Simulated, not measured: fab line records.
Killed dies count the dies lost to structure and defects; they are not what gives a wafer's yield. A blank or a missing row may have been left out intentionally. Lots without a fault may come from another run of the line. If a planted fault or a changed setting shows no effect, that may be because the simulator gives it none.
What tool caused it? | flow n5-finfet | 26 wafers from 10 lots sampled at 7 of the route's 1938 steps

== WHAT THE GAUGES SHOWED, per wafer ==
N5_BEOL_M14_THK_MEAS_01. Usual: M14_ILD_THK 1119 nm, standard deviation 15.
lot  | measured     | on            | M14_ILD_THK (nm) | flag
L489 | day 12 05:40 | film-metro-02 | 1124 1091 1137   |
L493 | day 13 08:08 | film-metro-02 | 1122 1101        |
L492 | day 13 08:25 | film-metro-02 | 1116 1144        |
L494 | day 13 18:07 | film-metro-01 | 1128 1139 1140   |
L498 | day 14 22:08 | film-metro-02 | 1108 1123 1133   |
L503 | day 16 03:28 | film-metro-01 | 1110 1124        |
L504 | day 16 13:31 | film-metro-02 | 1123 1115        |
L508 | day 16 17:05 | film-metro-01 | 1102 1108 1118   |
L510 | day 17 17:43 | film-metro-02 | 1104 1129 1112   |
L512 | day 19 05:35 | film-metro-02 | 1138 1119 1140   |

N5_BEOL_M14_OCD_MEAS_35. Usual: trench-depth-nm 560 nm, standard deviation 15.
lot  | measured     | on     | trench-depth-nm (nm) | flag
L489 | day 12 07:38 | ocd-02 | 565 574 563          |
L493 | day 13 09:59 | ocd-02 | 572 534              |
L492 | day 13 10:25 | ocd-01 | 576 572              |
L494 | day 13 19:58 | ocd-01 | 567 564 565          |
L498 | day 15 00:37 | ocd-02 | 577 568 539          |
L503 | day 16 05:26 | ocd-02 | 847 849              | OFF
L504 | day 16 15:29 | ocd-02 | 823 565              | OFF
L508 | day 16 19:04 | ocd-02 | 567 576 574          |
L510 | day 17 19:54 | ocd-01 | 568 534 569          |
L512 | day 19 08:12 | ocd-02 | 563 558 532          |

N5_BEOL_M14_THK_MEAS_50: measures by xrf. Usual: M14_THK 584 nm, standard deviation 16.
lot  | measured     | on            | M14_THK (nm) | flag
L489 | day 12 12:48 | film-metro-02 | 595 601 594  |
L493 | day 13 11:44 | film-metro-02 | 595 551      |
L492 | day 13 12:04 | film-metro-01 | 604 595      |
L494 | day 14 03:44 | film-metro-02 | 589 588 590  |
L498 | day 15 04:24 | film-metro-02 | 606 595 563  |
L503 | day 16 06:57 | film-metro-01 | 896 896      | OFF
L504 | day 16 21:28 | film-metro-02 | 872 592      | OFF
L508 | day 17 07:49 | film-metro-01 | 592 600 595  |
L510 | day 18 04:52 | film-metro-01 | 599 562 597  |
L512 | day 19 10:38 | film-metro-02 | 588 583 556  |

N5_BEOL_M14_RS_MEAS_54: measurement is done with a four-point probe. Usual: M14_RS 0.0330 ohm/sq, standard deviation 0.00089.
lot  | measured     | on            | M14_RS (ohm/sq)      | flag
L489 | day 12 12:56 | film-metro-02 | 0.0325 0.0321 0.0327 |
L493 | day 13 11:52 | film-metro-02 | 0.0321 0.0346        |
L492 | day 13 12:14 | film-metro-02 | 0.0319 0.0322        |
L494 | day 14 03:51 | film-metro-02 | 0.0326 0.0328 0.0327 |
L498 | day 15 04:32 | film-metro-02 | 0.0318 0.0325 0.0343 |
L503 | day 16 07:06 | film-metro-01 | 0.0217 0.0216        | OFF
L504 | day 16 21:35 | film-metro-01 | 0.0224 0.0328        | OFF
L508 | day 17 07:58 | film-metro-01 | 0.0326 0.0321 0.0322 |
L510 | day 18 04:59 | film-metro-02 | 0.0325 0.0347 0.0323 |
L512 | day 19 10:46 | film-metro-01 | 0.0328 0.0331 0.0348 |

== EACH LOT AND THE TOOL THAT RAN IT (in order: tool; ch and the chambers of the sampled wafers; start) ==
lot  | N5_BEOL_M14_DESCUM_33              | N5_BEOL_M14_TRENCH_ETCH_34         | N5_BEOL_M14_SPUTTER_45
L489 | rie-diel-01 ch 0,3, day 12 07:02   | rie-diel-01 ch 0,3, day 12 07:29   | pvd-sputter-03, day 12 11:53
L493 | rie-diel-03 ch 1,3, day 13 09:23   | rie-diel-03 ch 1,3, day 13 09:50   | pvd-sputter-03, day 13 10:50
L492 | rie-diel-01 ch 1,2, day 13 09:48   | rie-diel-01 ch 1,2, day 13 10:15   | pvd-sputter-03, day 13 11:10
L494 | rie-diel-04 ch 1,3, day 13 19:21   | rie-diel-04 ch 1,3, day 13 19:49   | pvd-sputter-03, day 14 02:50
L498 | rie-diel-03 ch 1,2,3, day 15 00:01 | rie-diel-03 ch 1,2,3, day 15 00:28 | pvd-sputter-03, day 15 03:30
L503 | rie-diel-01 ch 1,3, day 16 04:49   | rie-diel-01 ch 1,3, day 16 05:16   | pvd-sputter-01, day 16 06:02
L504 | rie-diel-01 ch 0,1, day 16 14:52   | rie-diel-01 ch 0,1, day 16 15:19   | pvd-sputter-02, day 16 20:34
L508 | rie-diel-04 ch 0,1, day 16 18:28   | rie-diel-04 ch 0,1, day 16 18:55   | pvd-sputter-02, day 17 06:56
L510 | rie-diel-04 ch 1,2,3, day 17 19:17 | rie-diel-04 ch 1,2,3, day 17 19:44 | pvd-sputter-03, day 18 03:53
L512 | rie-diel-04 ch 0,2,3, day 19 07:35 | rie-diel-04 ch 0,2,3, day 19 08:02 | pvd-sputter-03, day 19 09:44
- N5_BEOL_M14_DESCUM_33: chemistry O2, time 7.9 s.
- N5_BEOL_M14_TRENCH_ETCH_34: etches SiO2 in C4F8/O2/Ar, target depth 556.65 nm, time 126.9 s.
- N5_BEOL_M14_SPUTTER_45: material Cu, target thk 100 nm, time 16.67 s.

== WHAT THE TOOLS THEMSELVES READ (means of the sampled wafers that have a number; where no wafer has one, the mark that the record gives instead) ==
N5_BEOL_M14_DESCUM_33. Usual: drypump-motor-current-A 5.5 A, standard deviation 0.35; oes-product-au 0.80 a.u., standard deviation 0.055; rf-vpp-V 243.4 V, standard deviation 1.4; showerhead-plenum-p-Torr 2.11 Torr, standard deviation 0.08; throttle-valve-pct 20.40 %, standard deviation 0.15.
lot  | tool        | drypump-motor-current-A (A) | oes-product-au (a.u.) | rf-vpp-V (V) | showerhead-plenum-p-Torr (Torr) | throttle-valve-pct (%) | flag
L489 | rie-diel-01 | 5.3                         | 0.85                  | 242.9        | 2.07                            | 20.31                  |
L493 | rie-diel-03 | 5.4                         | 0.79                  | 245.0        | 2.21                            | 20.27                  |
L492 | rie-diel-01 | 5.6                         | 0.90                  | 243.4        | 2.17                            | 20.30                  |
L494 | rie-diel-04 | 6.1                         | 0.85                  | 244.2        | 2.15                            | 20.52                  |
L498 | rie-diel-03 | 5.5                         | 0.76                  | 243.8        | 2.13                            | 20.39                  |
L503 | rie-diel-01 | 5.1                         | 0.82                  | 243.8        | 2.12                            | 20.31                  |
L504 | rie-diel-01 | 5.4                         | 0.81                  | 242.8        | 2.08                            | 20.36                  |
L508 | rie-diel-04 | 6.0                         | 0.81                  | 242.2        | 2.03                            | 20.69                  |
L510 | rie-diel-04 | 5.9                         | 0.79                  | 243.0        | 2.10                            | 20.49                  |
L512 | rie-diel-04 | 5.5                         | 0.78                  | 243.1        | 2.11                            | 20.46                  |

N5_BEOL_M14_TRENCH_ETCH_34. Usual: for drypump-motor-current-A, 5.5 A with a standard deviation of 0.35; for he-outer-torr, 30.00 Torr with a standard deviation of 0.064; for mfc-ar-sccm, 400.0 sccm with a standard deviation of 1.2; for oes-product-au, 0.80 a.u. with a standard deviation of 0.059; for rf-vpp-V, 2215 V with a standard deviation of 29; for showerhead-plenum-p-Torr, 3.47 Torr with a standard deviation of 0.12; for throttle-valve-pct, 30.90 % with a standard deviation of 0.2.
lot  | tool        | drypump-motor-current-A (A) | he-outer-torr (Torr) | mfc-ar-sccm (sccm) | oes-product-au (a.u.) | rf-vpp-V (V) | showerhead-plenum-p-Torr (Torr) | throttle-valve-pct (%) | flag
L489 | rie-diel-01 | 5.3                         | 29.95                | 400.1              | 0.85                  | 2229         | 3.41                            | 30.91                  |
L493 | rie-diel-03 | 5.4                         | 30.07                | 398.8              | 0.79                  | 2201         | 3.60                            | 30.67                  |
L492 | rie-diel-01 | 5.6                         | 30.00                | 401.2              | 0.90                  | 2204         | 3.57                            | 30.93                  |
L494 | rie-diel-04 | 6.1                         | 30.07                | 400.8              | 0.85                  | 2203         | 3.52                            | 31.11                  |
L498 | rie-diel-03 | 5.5                         | 30.00                | 399.6              | 0.77                  | 2196         | 3.50                            | 30.83                  |
L503 | rie-diel-01 | 5.1                         | 30.07                | 400.3              | 1.08                  | 2208         | 3.47                            | 31.12                  | OFF
L504 | rie-diel-01 | 5.4                         | 29.98                | 400.5              | 0.93                  | 2228         | 3.42                            | 31.11                  |
L508 | rie-diel-04 | 6.0                         | 29.94                | 399.6              | 0.81                  | 2232         | 3.35                            | 31.34                  |
L510 | rie-diel-04 | 5.9                         | 30.02                | 400.1              | 0.79                  | 2212         | 3.45                            | 31.04                  |
L512 | rie-diel-04 | 5.5                         | 29.99                | 399.7              | 0.78                  | 2202         | 3.46                            | 30.93                  |

N5_BEOL_M14_SPUTTER_45. Usual: chamber-pressure-pa 0.13001 Pa, standard deviation 0.00026; chuck-gas-flow-sccm 1.28 sccm, standard deviation 0.056; substrate-temp-c -20.01 C, standard deviation 0.12; throttle-valve-pct 30.0 %, standard deviation 1.1.
lot  | tool           | chamber-pressure-pa (Pa) | chuck-gas-flow-sccm (sccm) | substrate-temp-c (C) | throttle-valve-pct (%) | flag
L489 | pvd-sputter-03 | 0.12975                  | 1.26                       | -19.85               | 29.8                   |
L493 | pvd-sputter-03 | 0.13018                  | 1.25                       | -19.98               | 30.5                   |
L492 | pvd-sputter-03 | 0.12993                  | 1.34                       | -20.06               | 30.6                   |
L494 | pvd-sputter-03 | 0.12976                  | 1.31                       | -19.87               | 29.8                   |
L498 | pvd-sputter-03 | 0.12970                  | 1.25                       | -19.99               | 30.1                   |
L503 | pvd-sputter-01 | 0.12990                  | 1.23                       | -19.91               | 30.2                   |
L504 | pvd-sputter-02 | 0.13001                  | 1.29                       | -19.93               | 30.9                   |
L508 | pvd-sputter-02 | 0.12998                  | 1.22                       | -20.07               | 30.4                   |
L510 | pvd-sputter-03 | 0.13007                  | 1.31                       | -20.00               | 29.7                   |
L512 | pvd-sputter-03 | 0.13030                  | 1.24                       | -20.01               | 29.5                   |

== THE ANSWER, worked out from the rows above alone ==
Rule: take the mean of a lot's wafers that have a number; if it is more than 3 standard deviations from the usual mean, the lot is off. Also off: a lot with no number at a reading for which 4 or more lots have one. All remaining lots with rows at the step are treated as sound. After the gauges, taken in route order, come the tools' own readings; for these a lot's mean is taken, as printed above. The first step at which some lot is off is used, and at that step the reading that is off furthest; a lot without a number counts as furthest.
Off at N5_BEOL_M14_OCD_MEAS_35 (trench-depth-nm): L503, L504.
If a tool, at a process step before that reading, ran all the lots that are off and no sound lot after the first of them, it fits. Not tried: the gauges at N5_BEOL_M14_OCD_MEAS_35; whatever is off there is also off at N5_BEOL_M14_THK_MEAS_50, on other tools, and gauge error can't account for it. One fits: rie-diel-01 at N5_BEOL_M14_DESCUM_33 and N5_BEOL_M14_TRENCH_ETCH_34. At N5_BEOL_M14_DESCUM_33 its last sound lot is L492 (day 13 09:48), its first lot that is off L503 (day 16 04:49): a fault that began between those two fits.

== WHAT THE SIMULATOR HAD PUT IN ==
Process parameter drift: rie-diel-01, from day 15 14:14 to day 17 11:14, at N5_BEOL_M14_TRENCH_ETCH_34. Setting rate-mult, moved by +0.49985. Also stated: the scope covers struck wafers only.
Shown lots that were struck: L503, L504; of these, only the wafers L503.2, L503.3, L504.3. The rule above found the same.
